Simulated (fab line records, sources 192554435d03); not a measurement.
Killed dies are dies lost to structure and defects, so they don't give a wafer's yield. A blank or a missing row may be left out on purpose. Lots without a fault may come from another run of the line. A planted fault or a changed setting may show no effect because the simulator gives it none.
Chamber matching | flow n5_finfet | N5_SD_EPI_P_ETCH_37 on rie_diel-06: 4 sister chambers
The step etches SOC in N2/H2, overetch 108 nm, time 486 s. 7 wafers are shown with their chamber, then 8 later ones without.

WAFERS WITH THEIR CHAMBER
wafer  | chamber | showerhead_plenum_p_Torr (Torr) | throttle_valve_pct (%)
L078.3 | 3       | 2.39                            | 23.51
L078.4 | 1       | 2.36                            | 24.10
L085.1 | 2       | 2.44                            | 24.20
L092.1 | 0       | 2.68                            | 24.04
L092.2 | 2       | 2.43                            | 24.19
L092.3 | 1       | 2.35                            | 24.14
L094.1 | 0       | 2.67                            | 24.05

WAFERS WITHOUT THEIR CHAMBER
wafer  | showerhead_plenum_p_Torr (Torr) | throttle_valve_pct (%)
L094.4 | 2.67                            | 24.03
L094.6 | 2.43                            | 24.19
L096.1 | 2.43                            | 24.21
L096.2 | 2.67                            | 24.06
L096.5 | 2.43                            | 24.22
L097.1 | 2.43                            | 24.21
L097.4 | 2.34                            | 24.16
L097.6 | 2.70                            | 23.26

WHICH CHAMBER EACH WENT THROUGH
wafer  | from the rows above     | in truth
L094.4 | 0                       | 0
L094.6 | 2                       | 2
L096.1 | 2                       | 2
L096.2 | 0                       | 0
L096.5 | 2                       | 2
L097.1 | 2                       | 2
L097.4 | 1                       | 1
L097.6 | can't be placed: 0 or 3 | 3
Placed correctly: 7 of 8. Can't be placed from these rows: 1 (the true chamber is among the candidates in 1). Placed wrongly: 0.
How it was worked out, from the rows above alone: a wafer's distance from a chamber is the root of the sum, over the readings, of the square of ((its reading less the chamber's mean) divided by the reading's scatter). The wafer belongs to the nearest chamber; if the next one is less than 2 further off, it can't be placed. A chamber's mean is the mean of its shown wafers. The scatter: the root of (the sum of the squares of (reading less its chamber's mean) over the shown wafers, divided by (wafers less chambers)).
